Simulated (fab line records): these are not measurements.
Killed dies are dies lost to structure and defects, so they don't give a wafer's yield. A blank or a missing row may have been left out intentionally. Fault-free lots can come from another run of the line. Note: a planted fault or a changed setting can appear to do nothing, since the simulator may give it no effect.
Chamber matching | flow nandHarc | NHARC_P_M0_ETCH_34 on rieDiel-02: 4 sister chambers
The step etches the open film in N2/H2, target depth 40 nm, overetch 12 nm, time 43.94 s. 8 wafers are shown with their chamber, then 7 later ones without.

EACH WAFER AND ITS CHAMBER
wafer  | chamber | showerheadPlenumPTorr (Torr) | rfVppV (V)
L077.5 | 0       | 1.88                         | 424.7
L082.2 | 0       | 1.88                         | 426.1
L082.3 | 2       | 2.18                         | 433.7
L084.1 | 1       | 1.94                         | 428.1
L084.5 | 2       | 2.18                         | 434.9
L084.6 | 3       | 2.05                         | 431.2
L087.2 | 1       | 1.93                         | 427.3
L087.3 | 3       | 2.05                         | 429.9

WAFERS WITH NO CHAMBER GIVEN
wafer  | showerheadPlenumPTorr (Torr) | rfVppV (V)
L087.4 | 2.18                         | 435.3
L087.1 | 2.22                         | 434.9
L087.5 | 1.93                         | 427.4
L087.6 | 2.18                         | 434.7
L086.1 | 2.22                         | 434.9
L086.3 | 2.18                         | 433.9
L086.5 | 2.18                         | 434.2

WHICH CHAMBER EACH WENT THROUGH
wafer  | from the rows above | in truth
L087.4 | 2                   | 2
L087.1 | 2                   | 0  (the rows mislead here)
L087.5 | 1                   | 1
L087.6 | 2                   | 2
L086.1 | 2                   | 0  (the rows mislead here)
L086.3 | 2                   | 2
L086.5 | 2                   | 2
5 of 7 placed correctly. Can't be placed from these rows: 0. Placed wrongly: 2.
How it was worked out, from the rows above alone: a wafer's distance from a chamber is the root of the sum, over the readings, of the square of ((its reading less the chamber's mean) divided by the reading's scatter). If the next closest chamber is less than 2 further off than the closest, the wafer can't be placed; otherwise it belongs to the closest. Each chamber's mean is taken over the wafers shown for it. The scatter: the root of (the sum of the squares of (reading less its chamber's mean) over the shown wafers, divided by (wafers less chambers)).
